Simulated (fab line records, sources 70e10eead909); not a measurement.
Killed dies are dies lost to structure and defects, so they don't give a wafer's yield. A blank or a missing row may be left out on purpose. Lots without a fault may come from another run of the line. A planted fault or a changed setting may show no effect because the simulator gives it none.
Chamber matching | flow nand_harc | NHARC_A_CONTACT_DEP_29 on pecvd-02: 3 sister chambers
The step deposits SiON, target thk 70 nm. 16 wafers are shown with their chamber, then 8 later ones without.

WAFERS WITH THEIR CHAMBER
wafer  | chamber | heater_power_w (W) | rf_fwd_power_W (W)
L077.1 | 2       | 940                | 347.7
L077.3 | 0       | 757                | 347.6
L077.5 | 1       | 698                | 349.8
L076.1 | 1       | 691                | 348.0
L076.3 | 2       | 1019               | 347.0
L076.6 | 1       | 699                | 348.8
L079.1 | 2       | 932                | 348.3
L079.4 | 2       | 943                | 348.3
L079.5 | 1       | 691                | 346.5
L084.1 | 0       | 776                | 348.8
L084.5 | 2       | 919                | 346.3
L084.6 | 1       | 714                | 348.1
L086.3 | 2       | 939                | 348.3
L086.4 | 0       | 726                | 348.7
L086.6 | 1       | 753                | 349.8
L088.2 | 0       | 750                | 348.4

SIGNATURES (means of the wafers above)
reading        | chamber 0 | chamber 1 | chamber 2 | scatter within a chamber
heater_power_w | 752.25    | 707.67    | 948.67    | 28.3
rf_fwd_power_W | 348.375   | 348.500   | 347.650   | 0.972
Rule: a wafer's distance from a chamber is the root of the sum, over the readings, of the square of ((its reading less the chamber's mean) divided by the reading's scatter). The wafer belongs to the nearest chamber; if the next one is less than 2 further off, it can't be placed. The scatter: the root of (the sum of the squares of (reading less its chamber's mean) over the shown wafers, divided by (wafers less chambers)).

WAFERS WITHOUT THEIR CHAMBER
wafer  | heater_power_w (W) | rf_fwd_power_W (W)
L088.5 | 893                | 347.8
L088.6 | 761                | 348.6
L091.2 | 882                | 347.5
L091.3 | 772                | 349.6
L091.4 | 889                | 349.1
L090.1 | 763                | 348.2
L090.3 | 816                | 347.9
L090.4 | 819                | 347.6

WHICH CHAMBER EACH WENT THROUGH
wafer  | from the rows above     | in truth
L088.5 | 2                       | 2
L088.6 | can't be placed: 0 or 1 | 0
L091.2 | 2                       | 2
L091.3 | can't be placed: 0 or 1 | 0
L091.4 | 2                       | 2
L090.1 | can't be placed: 0 or 1 | 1
L090.3 | can't be placed: 0 or 1 | 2
L090.4 | can't be placed: 0 or 1 | 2
Placed correctly: 3 of 8. Can't be placed from these rows: 5 (the true chamber is among the candidates in 3). Placed wrongly: 0.
